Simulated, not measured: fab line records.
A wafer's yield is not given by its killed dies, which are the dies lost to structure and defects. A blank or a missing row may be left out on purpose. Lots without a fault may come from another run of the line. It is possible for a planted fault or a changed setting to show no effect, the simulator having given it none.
Lot-split experiment	flow n5-finfet	on a route of 1938 steps: 7 lots, 39 wafers read

THE SPLIT ITSELF
At N5_DUMMY_GATE_ETCH_42 (etches SiO2 in CHF3/O2, target depth 3.5 nm, time 31 s), the setting bias-w was moved away from the recipe's 12 W on 12 of the 39 wafers read, by -10.3% to +15.2%. The other wafers ran this setting at the recipe's value.

The split's own step is where the reading is taken.

THE READING
rf-vpp-V, in V, at N5_DUMMY_GATE_ETCH_42 (etches SiO2 in CHF3/O2, target depth 3.5 nm, time 31 s). A value of 42.8 V with a standard deviation of 0.91 V is what fault-free wafers of this fab line usually give.

wafer	tool, chamber at the split	bias-w as run, W	against the recipe	rf-vpp-V, V	against lot-mates on the recipe
L074.3	rie-diel-02, 1	12	recipe	41.5	-
L074.4	rie-diel-02, 3	12	recipe	43.6	-
L074.6	rie-diel-02, 1	12	recipe	41.6	-
L075.1	rie-diel-01, 1	12.98	+8.2%	46.1	+3.0
L075.2	rie-diel-01, 2	12	recipe	42.4	-
L075.3	rie-diel-01, 0	12.98	+8.2%	46.4	+3.3
L075.4	rie-diel-01, 3	12	recipe	42.8	-
L075.5	rie-diel-01, 0	12	recipe	44.1	-
L075.6	rie-diel-01, 3	12.98	+8.2%	44.4	+1.3
L082.1	rie-diel-02, 2	12	recipe	45.7	-
L082.2	rie-diel-02, 1	12	recipe	41.3	-
L082.3	rie-diel-02, 3	12	recipe	43.3	-
L082.4	rie-diel-02, 0	12	recipe	43.9	-
L082.5	rie-diel-02, 1	12	recipe	43.0	-
L082.6	rie-diel-02, 2	12	recipe	43.7	-
L084.1	rie-diel-02, 3	12	recipe	42.2	-
L084.2	rie-diel-02, 2	12	recipe	41.8	-
L084.3	rie-diel-02, 1	12	recipe	42.5	-
L084.4	rie-diel-02, 0	12	recipe	42.1	-
L084.5	rie-diel-02, 3	12	recipe	42.0	-
L084.6	rie-diel-02, 2	12	recipe	43.4	-
L089.1	rie-diel-01, 1	13.72	+14.3%	46.8	+3.7
L089.2	rie-diel-01, 0	12	recipe	42.0	-
L089.3	rie-diel-01, 3	12	recipe	43.6	-
L089.4	rie-diel-01, 2	13.72	+14.3%	47.4	+4.3
L089.5	rie-diel-01, 1	13.72	+14.3%	46.9	+3.8
L089.6	rie-diel-01, 2	12	recipe	43.6	-
L095.1	rie-diel-02, 2	13.82	+15.2%	46.5	+3.4
L095.2	rie-diel-02, 0	13.82	+15.2%	46.7	+3.6
L095.3	rie-diel-02, 1	12	recipe	43.1	-
L095.4	rie-diel-02, 0	12	recipe	43.9	-
L095.5	rie-diel-02, 2	12	recipe	42.3	-
L095.6	rie-diel-02, 1	13.82	+15.2%	47.2	+4.1
L097.1	rie-diel-02, 1	12	recipe	43.3	-
L097.2	rie-diel-02, 3	10.76	-10.3%	39.5	-3.4
L097.3	rie-diel-02, 2	12	recipe	43.0	-
L097.4	rie-diel-02, 0	12	recipe	42.4	-
L097.5	rie-diel-02, 3	10.76	-10.3%	38.8	-4.1
L097.6	rie-diel-02, 2	10.76	-10.3%	38.1	-4.8

FIT RESULTS
A straight line over all 39 wafers: rf-vpp-V changes by +0.307 V for each +1% of bias-w; r = +0.91; the points scatter about the line by 0.94 V.
The same after taking each lot's own level away (the mean of its wafers on the recipe; 39 wafers): +0.296 V for each +1%; r = +0.92; scatter 0.87 V.
The reading moves by 4.5 V for the largest change in bias-w, on that fit.
Measured against the standard deviation above, the lots' own levels, which go from 42.23 to 43.48 V, span 1.4 times it.
The two slopes agree, so the slope changes little with the lot-to-lot level.
Check: for one of the wafers moved furthest among these (+15.2%), held out of the fit, the line's prediction against its lot-mates is +4.47 V. Against them it came out at +3.4 V.
Tool readings at the split's step, against how far the setting was moved: rf-vpp-V r = +0.91.

THE OTHER SPLITS THESE WAFERS WENT THROUGH
These wafers also went through other splits before the reading. Each is held against what the fit with the lots' levels taken away leaves over:
other split on the same wafers	wafers away from the commonest value	r with rf-vpp-V (lot level and that fit taken away)
N5_DUMMY_GATE_ETCH_31 target-depth-a	18	+0.03
N5_DUMMY_GATE_ETCH_44 target-depth-a	15	+0.00

THE FILE'S OWN FIT
rf-vpp-V changes by +0.289 V for each +1% of bias-w, r = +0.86.
